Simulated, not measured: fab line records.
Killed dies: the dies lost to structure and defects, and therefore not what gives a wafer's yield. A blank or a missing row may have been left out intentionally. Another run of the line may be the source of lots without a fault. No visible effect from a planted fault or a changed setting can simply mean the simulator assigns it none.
fab line records | flow n5Finfet
record lots=10 wafers=27 lastDay=19
route steps=1938 shown BEOL_M12@1648 BEOL_M13@1673
lots that met no fault: taken from a fault-free run of the same line
startH: hours from the record's first day to the start of the lot's first wafer shown | waitH: time in hours since the lot's previous step | " identical to the entry in the row above | L1.1+2: several wafers, shown together as one row | - value missing, or start not given | * or withheld: withheld | < > ~ a bound
route shown NAME@n: a module of which the file shows steps, and the number in the route of the first | usual: average and standard deviation across the fault-free wafers | same: alike in all rows | chamber/n: place in a boat | sites: per-site readings | _std_site: standard deviation across them | _edge_site: mean of outer sites minus mean of inner sites | radiusMm: for every site, how far away it sits from the centre of the wafer | mask NAME#n: copy n | behind: the most recent tool/chamber to have shaped the wafer | hold: the reason the lot was held/the length of the hold in hours/how it ended | device: names the non-switching transistor (n, p or np) | end of line: tests run on the same wafers once the route is complete | a step given without rows: its recipe and nothing more | killed: not the wafer's yield, but the dies lost to structure and defects at the first sort | map: a wafer's dies, x killed, . not, _ none there
set.NAME: the setting the step ran with; set.NAME@STEP: the setting that earlier step ran with | model.NAME: the simulator's own value behind a step, which no gauge read
route steps across a sampled set of lots; one table per step, one row per wafer
services: from which hour (startH, from the record's first day; less than 0 if before it) a tool's chamber was out of use, for how many hours, and why
## steps
# step N5_BEOL_M12_SPUTTER_43
# recipe material=TaN targetThkA=150 tempC=50 biasV=168.6 powerW=15000 chamberPressurePa=0.12 timeS=24.19
# usual cathodeDcPowerW=15000/2.7 chamberPressurePa=0.11998/0.00024 throttleValvePct=30.6/1.3
# same timeS=24.19
# columns lot.wafer tool chamber startH waitH cathodeDcPowerW chamberPressurePa throttleValvePct
L524.3 pvdSputter-01 - 268.70 0.0 15002 0.1198 29.7
L524.6 " - " " 15001 0.11976 33.2
L527.1 pvdSputter-01 - 295.23 0.0 15006 0.12021 31.4
L527.4 " - " " 15003 0.12002 32.8
L527.6 " - " " 14998 0.12005 32.9
L530.2 pvdSputter-03 - 315.37 0.0 15000 0.11958 29.3
L530.4 " - " " 14999 0.12011 31.0
L531.1 pvdSputter-01 - 326.50 0.0 15001 0.1198 31.7
L531.4 " - " " 15002 0.11997 33.1
L531.5 " - " " 14996 0.12031 29.6
L532.1 pvdSputter-01 - 330.62 0.0 15003 0.1204 30.8
L532.5 " - " " 15003 0.12029 30.6
L532.6 " - " " 14997 0.11998 29.5
L539.2 pvdSputter-01 - 375.43 0.0 14999 0.11994 31.8
L539.4 " - " " 14993 0.12002 32.9
L538.4 pvdSputter-02 - 383.84 0.0 15000 0.12013 31.8
L538.5 " - " " 15000 0.12025 31.5
L538.6 " - " " 14999 0.11995 29.6
L542.1 pvdSputter-03 - 392.07 0.0 15001 0.12002 29.1
L542.2 " - " " 14999 0.11965 29.1
L542.3 " - " " 14998 0.12017 30.4
L544.1 pvdSputter-02 - 414.46 0.0 14998 0.11946 29.7
L544.5 " - " " 15000 0.11971 31.5
L544.6 " - " " 15002 0.11955 28.5
L545.1 pvdSputter-01 - 431.31 0.0 15001 0.11984 30.9
L545.3 " - " " 14999 0.12006 29.6
L545.5 " - " " 14996 0.11964 31.7
# step N5_BEOL_M12_CMP_49
# recipe stopOn=SiOC tOverpolishS=20.6 downForcePsi=1 platenRpm=50 clearingPlatenDownForcePsi=1.5 clearingPlatenRpm=50 postCmpClean=cuAlkaline targetThkNm=320 clearingPlatenPadVelocityMS=0.99484 padVelocityMS=0.99484
# usual barrierFieldEndpointS=30.4/0.8 edgeZonePressureFrac=1.000/0.0048 motorCurrentA=5.8/0.32 overpolishRunS=20.600/0.0087
# same tOverpolishS=20.6
# columns lot.wafer tool chamber startH waitH barrierFieldEndpointS edgeZonePressureFrac motorCurrentA overpolishRunS
L524.3 cmp-02 0 269.47 0.2 31.3 0.997 6.1 20.595
L524.6 " 3 " " 28.9 0.996 5.5 20.611
L527.4 cmp-04 0 296.40 0.1 29.4 1.007 6.1 20.589
L527.1 " 2 " " 29.5 0.995 5.3 20.586
L527.6 " 1 " " 29.9 0.993 5.8 20.606
L530.4 cmp-02 1 316.51 0.2 30.3 1.002 6.0 20.600
L530.2 " 3 " " 30.2 0.995 5.7 20.603
L531.1 cmp-02 0 327.22 0.3 31.1 0.990 6.2 20.590
L531.4 " 2 " " 29.4 0.995 5.3 20.604
L531.5 " 0 " " 30.9 0.993 6.1 20.595
L532.1 cmp-03 2 331.54 0.3 31.3 1.006 6.0 20.604
L532.6 " 1 " " 29.7 0.999 6.2 20.582
L532.5 " 2 " " 31.2 1.006 6.2 20.568
L539.2 cmp-03 1 376.15 0.2 30.5 1.004 6.2 20.612
L539.4 " 3 " " 32.0 0.996 5.4 20.623
L538.4 cmp-03 0 384.61 0.2 30.9 0.998 5.7 20.609
L538.5 " 3 " " 31.2 1.003 5.4 20.598
L538.6 " 0 " " 31.0 1.001 5.5 20.608
L542.2 cmp-03 3 393.47 0.2 31.0 1.000 5.3 20.598
L542.3 " 0 " " 31.0 0.999 5.7 20.615
L542.1 " 2 " " 31.6 1.008 6.2 20.616
L544.1 cmp-02 0 415.29 0.4 30.6 0.993 5.6 20.594
L544.5 " 1 " " 30.1 1.002 6.0 20.595
L544.6 " 2 " " 29.5 1.005 5.6 20.603
L545.3 cmp-03 3 432.14 0.2 30.4 0.998 5.5 20.615
L545.1 " 1 " " 29.4 1.003 6.2 20.602
L545.5 " 2 " " 30.7 1.005 6.1 20.604
# step N5_BEOL_M13_ETCH_59
# recipe chemistry=N2/H2 target=BARC targetDepthA=890 overetchA=267 timeS=67.9 ionEnergyEv=200 pressureMtorr=30 sourceW=840 biasW=150 n2FlowSccm=200 h2FlowSccm=200
# usual drypumpMotorCurrentA=5.6/0.38 oesProductAu=0.67/0.067 rfVppV=523.2/1.9 showerheadPlenumPTorr=2.52/0.062 throttleValvePct=17.87/0.23
# same timeS=67.9
# columns lot.wafer tool chamber startH waitH drypumpMotorCurrentA oesProductAu rfHoursCounterH rfVppV showerheadPlenumPTorr throttleValvePct
L524.3 rieDiel-02 2 270.64 0.0 6.0 0.63 185 524.0 2.53 17.85
L524.6 " 3 " " 5.6 0.76 - 522.7 2.50 17.79
L527.1 rieDiel-02 0 297.70 0.0 5.1 0.59 216 525.6 2.60 18.23
L527.4 " 1 " " 5.6 0.69 82 520.9 2.48 17.97
L527.6 " 0 " " 5.1 0.60 - 525.9 2.60 18.20
L530.2 rieDiel-02 3 317.92 0.0 5.6 0.73 38 524.2 2.49 17.81
L530.4 " 2 " " 6.1 0.63 199 524.5 2.53 17.87
L531.1 rieDiel-06 1 328.28 0.0 6.5 0.79 6 523.4 2.52 17.76
L531.4 " 2 " " 5.6 0.61 220 527.0 2.62 18.08
L531.5 " 1 " " 6.5 0.81 - 523.6 2.52 17.78
L532.1 rieDiel-02 2 333.01 0.0 6.1 0.62 204 522.6 2.52 17.90
L532.5 " 0 " " 5.1 0.59 - 525.9 2.60 18.25
L532.6 " 2 " " 6.0 0.62 - 522.7 2.52 17.88
L539.2 rieDiel-05 0 377.21 0.0 5.2 0.67 139 520.9 2.43 17.40
L539.4 " 1 " " 5.6 0.81 9 524.4 2.61 17.58
L538.4 rieDiel-02 0 385.80 0.0 5.1 0.57 241 523.8 2.59 18.26
L538.5 " 3 " " 5.6 0.71 - 520.4 2.48 17.84
L538.6 " 2 " " 6.1 0.61 - 523.1 2.52 17.92
L542.1 rieDiel-02 1 394.59 0.0 5.7 0.67 110 520.8 2.47 18.02
L542.2 " 2 " " 6.0 0.61 221 523.4 2.52 17.92
L542.3 " 3 " " 5.6 0.71 60 522.1 2.48 17.83
L544.1 rieDiel-02 1 416.23 0.0 5.7 0.66 119 520.2 2.46 18.04
L544.5 " 3 " " 5.6 0.70 - 520.8 2.48 17.84
L544.6 " 1 " " 5.6 0.66 - 520.5 2.46 18.02
L545.1 rieDiel-02 2 433.29 0.0 6.1 0.60 237 522.8 2.51 17.96
L545.3 " 3 " " 5.6 0.69 76 521.9 2.48 17.87
L545.5 " 2 " " 6.1 0.60 - 522.3 2.51 17.95
# step N5_BEOL_M13_STRIP_63
# recipe chemistry=N2/H2 powerW=1000 tempC=250 h2Frac=0.65 overashFraction=0.3 pressureMtorr=1000 n2FlowSccm=1750 h2FlowSccm=3250
# usual drypumpMotorCurrentA=5.2/0.42 heaterPowerW=313/12 oesProductAu=0.674/0.0045 stripTimeToEndpointS=27.6/1.2
# same overashFraction=0.3
# columns lot.wafer tool chamber startH waitH drypumpMotorCurrentA heaterPowerW oesProductAu rfHoursCounterH stripTimeToEndpointS
L524.3 plasmaAsher-02 1 270.95 - 4.7 300 0.673 - 29.0
L524.6 " 1 " " 4.7 293 0.670 - 27.1
L527.1 plasmaAsher-02 0 297.99 - 5.3 314 0.644 136 14.8
L527.4 " 1 " " 4.7 298 0.638 - 14.7
L527.6 " 0 " " 5.2 322 0.675 - 27.0
L530.2 plasmaAsher-02 1 318.21 - 4.7 298 0.671 140 27.0
L530.4 " 1 " " 4.7 293 0.629 - 14.4
L531.1 plasmaAsher-01 1 328.57 - 5.9 315 0.672 81 27.6
L531.4 " 0 " " 5.2 329 0.673 - 25.3
L531.5 " 0 " " 5.2 323 0.669 - 26.8
L532.1 plasmaAsher-02 0 333.30 - 5.2 318 0.649 144 18.7
L532.5 " 0 " " 5.3 318 0.677 - 29.3
L532.6 " 1 " " 4.7 292 0.670 - 27.3
L539.2 plasmaAsher-02 1 377.49 - 4.7 302 0.669 154 26.3
L539.4 " 0 " " 5.2 326 0.671 - 23.9
L538.4 plasmaAsher-02 1 386.11 - 4.7 290 0.681 - 27.7
L538.5 " 0 " " 5.2 321 0.677 - 26.2
L538.6 " 1 " " 4.7 300 0.672 - 26.9
L542.1 plasmaAsher-01 0 394.88 - 5.2 315 0.670 93 27.5
L542.2 " 1 " " 5.9 308 0.683 93 28.7
L542.3 " 1 " " 5.9 316 0.673 - 26.8
L544.1 plasmaAsher-01 1 416.52 - 5.9 313 0.670 98 29.3
L544.5 " 1 " " 5.9 308 0.678 - 26.2
L544.6 " 0 " " 5.2 331 0.676 - 28.1
L545.1 plasmaAsher-01 0 433.58 - 5.2 330 0.671 100 28.6
L545.3 " 0 " " 5.2 331 0.671 - 26.9
L545.5 " 0 " " 5.2 327 0.675 - 25.9
# step N5_BEOL_M13_CD_MEAS_17
# recipe targetCdNm=190 polarity=opening
# usual cdNm=190.2/1.6
# columns lot.wafer tool chamber startH waitH cdNm
L524.3 cdSem-02 - 271.14 0.0 189.2
L524.6 " - " " 189.9
L527.1 cdSem-01 - 298.19 0.0 197.2
L527.4 " - " " 199.5
L527.6 " - " " 189.0
L530.2 cdSem-01 - 318.42 0.0 191.8
L530.4 " - " " 198.2
L531.1 cdSem-01 - 328.77 0.0 190.6
L531.4 " - " " 193.2
L531.5 " - " " 191.0
L532.1 cdSem-01 - 333.51 0.0 197.6
L532.5 " - " " 190.4
L532.6 " - " " 188.9
L539.2 cdSem-02 - 377.70 0.0 192.8
L539.4 " - " " 192.3
L538.4 cdSem-03 - 386.30 0.0 186.9
L538.5 " - " " 188.7
L538.6 " - " " 188.2
L542.1 cdSem-02 - 395.08 0.0 188.7
L542.2 " - " " 187.2
L542.3 " - " " 189.8
L544.1 cdSem-02 - 416.73 0.0 190.7
L544.5 " - " " 190.9
L544.6 " - " " 192.3
L545.1 cdSem-02 - 433.78 0.0 193.6
L545.3 " - " " 194.0
L545.5 " - " " 192.1
# step N5_BEOL_M13_OVL_MEAS_29
# recipe pointsPerWafer=44
# usual M13_OVL=2/6.3
# columns lot.wafer tool chamber startH waitH M13_OVL[nm]
L524.3 overlay-02 0 271.49 0.0 3
L524.6 " 0 " " 3
L527.1 overlay-01 0 298.55 0.0 -12
L527.4 " 0 " " 5
L527.6 " 0 " " 1
L530.2 overlay-01 0 318.77 0.0 -4
L530.4 " 0 " " -1
L531.1 overlay-02 0 329.13 0.0 6
L531.4 " 0 " " -4
L531.5 " 0 " " 3
L532.1 overlay-02 0 333.99 0.0 -2
L532.5 " 0 " " -2
L532.6 " 0 " " 0
L539.2 overlay-01 0 378.06 0.0 -8
L539.4 " 0 " " 15
L538.4 overlay-01 0 386.65 0.0 16
L538.5 " 0 " " 9
L538.6 " 0 " " 18
L542.1 overlay-01 0 395.56 0.0 -6
L542.2 " 0 " " 0
L542.3 " 0 " " -6
L544.1 overlay-01 0 417.09 0.0 9
L544.5 " 0 " " 2
L544.6 " 0 " " 3
L545.1 overlay-02 0 434.14 0.0 1
L545.3 " 0 " " 5
L545.5 " 0 " " -6
## services
# columns tool chamber startH hours kind
cmp-04 - 250.04 4.0 pm
rieDiel-02 - 257.56 0.3 repair
rieDiel-05 2 260.27 5.0 repair
pvdSputter-01 - 264.67 2.1 repair
cmp-03 - 265.54 4.3 pm
cmp-04 - 268.18 0.3 repair
rieDiel-02 0 271.01 5.8 repair
rieDiel-06 - 295.07 0.1 repair
plasmaAsher-01 - 316.02 11.0 repair
rieDiel-05 3 319.91 10.7 repair
rieDiel-02 1 328.63 4.6 repair
cmp-04 - 330.66 0.8 repair
rieDiel-02 0 358.37 6.8 repair
cmp-04 - 358.70 1.1 repair
rieDiel-02 - 370.37 2.8 pm
cmp-02 - 371.86 1.0 repair
plasmaAsher-01 - 385.55 2.8 pm
plasmaAsher-02 - 391.43 6.7 repair
cmp-03 - 395.81 1.4 repair
rieDiel-06 1 410.30 9.1 repair
cmp-03 - 417.16 4.7 pm
cmp-04 - 418.41 1.2 repair
cmp-02 - 421.64 0.5 repair
cmp-03 - 432.33 4.0 pm
## key
firstSign step=N5_BEOL_M13_STRIP_63 reading=stripTimeToEndpointS direction=down sigmas=9.8 usual=* struck=*
effect step=N5_BEOL_M13_STRIP_63 reading=oesProductAu direction=down sigmas=7.4 usual=0.674 struck=0.640
effect step=N5_BEOL_M13_CD_MEAS_17 reading=cdNm direction=up sigmas=5 usual=190.2 struck=198.1
metAt N5_BEOL_M13_ETCH_59
struckLots L527,L530,L532
struckWafers L527.1,L527.4,L530.4,L532.1
notActingAt N5_BEOL_M12_SPUTTER_43,N5_BEOL_M12_CMP_49,N5_BEOL_M13_OVL_MEAS_29
onsetBetween 270.64 297.70
fault kind=processParameterDrift tool=rieDiel-02 chamber=- onsetH=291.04 steps=N5_BEOL_M13_ETCH_59 channel=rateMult offset=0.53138 shape=step endH=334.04 scope=struckWafersOnly
